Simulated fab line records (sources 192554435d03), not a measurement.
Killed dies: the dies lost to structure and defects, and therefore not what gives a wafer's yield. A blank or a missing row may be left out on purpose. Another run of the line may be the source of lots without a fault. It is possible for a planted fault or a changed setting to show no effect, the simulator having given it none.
One fault seen from 3 desks	flow n5 finfet	only its own numbers are on each desk; what lay behind them is given at the end

== THE TOOL OWNER'S DESK: ald metal-02 ==
The tool's own readings at N5_HKMG_FIN_ALD_36 (deposits TiN, target thk 1 nm, pulse time 1 s, purge time 3 s): means of the sampled wafers that have a number, for each lot that ran on this tool. The brackets show how far a lot's mean lies from the usual mean; more than 4 standard deviations puts the lot out of limits, marked OUT.
Columns: A = heater power w at N5_HKMG_FIN_ALD_36, usual 879 W; B = precursor pulse height rel at N5_HKMG_FIN_ALD_36, usual 1.001
lot	first seen here	A	B
L974	day 4 00:02	975	1.012
L978	day 5 02:49	970	1.001
L986	day 7 02:05	888	0.996
This desk's verdict: no lot among the 3 shows anything out of limits.

== THE DEFECT DESK ==
Per lot, the means of the sampled wafers with a number show what the inspections along the route counted. The brackets show how far a lot's mean lies from the usual mean; more than 4 standard deviations puts the lot out of limits, marked OUT.
Columns: A = raw defect count at N5_DUMMY_REMOVAL_INSPECT_06, usual 13; B = raw defect count at N5_HKMG_FIN_INSPECT_61, usual 2.1
lot	first seen here	A	B
L974	day 3 20:27	12	2.3
L975	day 4 02:20	18	2.5
L977	day 4 14:27	7	1.3
L978	day 4 23:18	16	2.3
L980	day 5 11:12	14	1.7
L986	day 6 22:14	10	1.3
L991	day 8 03:53	12	2.3
L992	day 8 11:11	13	1.3
L994	day 9 03:06	11	1.7
L995	day 9 06:21	12	2.0
L996	day 9 09:48	12	2.0
This desk's verdict: no lot among the 11 shows anything out of limits.

== AT THE METROLOGY DESK ==
Lot by lot, what the gauges showed, no matter which tool ran the lot: averages of those sampled wafers that carry a number. The brackets show how far a lot's mean lies from the usual mean; more than 4 standard deviations puts the lot out of limits, marked OUT. Shown here are 7 of its 10 readings, the ones lying furthest out on some lot.
Columns: A = DIBL_N at N5_BEOL_M4_RC_MEAS_101, usual 36.1 mV/V; B = DIBL_P at N5_BEOL_M4_RC_MEAS_101, usual 36 mV/V; C = IOFF_N at N5_BEOL_M4_RC_MEAS_101, usual 0.16 nA/um; D = IOFF_P at N5_BEOL_M4_RC_MEAS_101, usual 0.21 nA/um; E = SS_P at N5_BEOL_M4_RC_MEAS_101, usual 73.2 mV/dec; F = VT_N at N5_BEOL_M4_RC_MEAS_101, usual 249 mV; G = VT_P at N5_BEOL_M4_RC_MEAS_101, usual -250 mV
lot	first seen here	A	B	C	D	E	F	G
L974	day 10 20:59	37.4	37	0.17	0.25	73.4	249	-247
L977	day 11 20:04	38.0	40	0.20	0.27	73.9	246	-246
L975	day 12 07:51	33.9	36	0.12	0.21	72.8	252	-247
L980	day 12 13:42	34.4	34	0.14	0.16	72.9	249	-254
L978	day 12 16:52	34.9	35	0.14	0.19	72.5	249	-251
L986	day 13 09:17	34.8	34	0.12	0.18	72.4	254	-253
L991	day 15 19:12	34.9	37	0.14	0.18	73.2	252	-255
L992	day 15 19:40	36.4	36	0.18	0.24	72.8	246	-247
L994	day 15 22:50	37.8	39	0.18	0.23	74.3	248	-252
L996	day 16 04:26	37.1	35	0.16	0.19	73.1	248	-250
L995	day 17 04:50	40.1	43	0.28	0.35	75.1	241	-241
This desk's verdict: no lot among the 11 shows anything out of limits.

== BROUGHT TOGETHER ==
Nothing out of limits was seen by the tool owner's desk.
Nothing out of limits was seen by the defect desk.
From the metrology desk's view, nothing was out of limits.

== WHAT THE SIMULATOR HAD INSERTED ==
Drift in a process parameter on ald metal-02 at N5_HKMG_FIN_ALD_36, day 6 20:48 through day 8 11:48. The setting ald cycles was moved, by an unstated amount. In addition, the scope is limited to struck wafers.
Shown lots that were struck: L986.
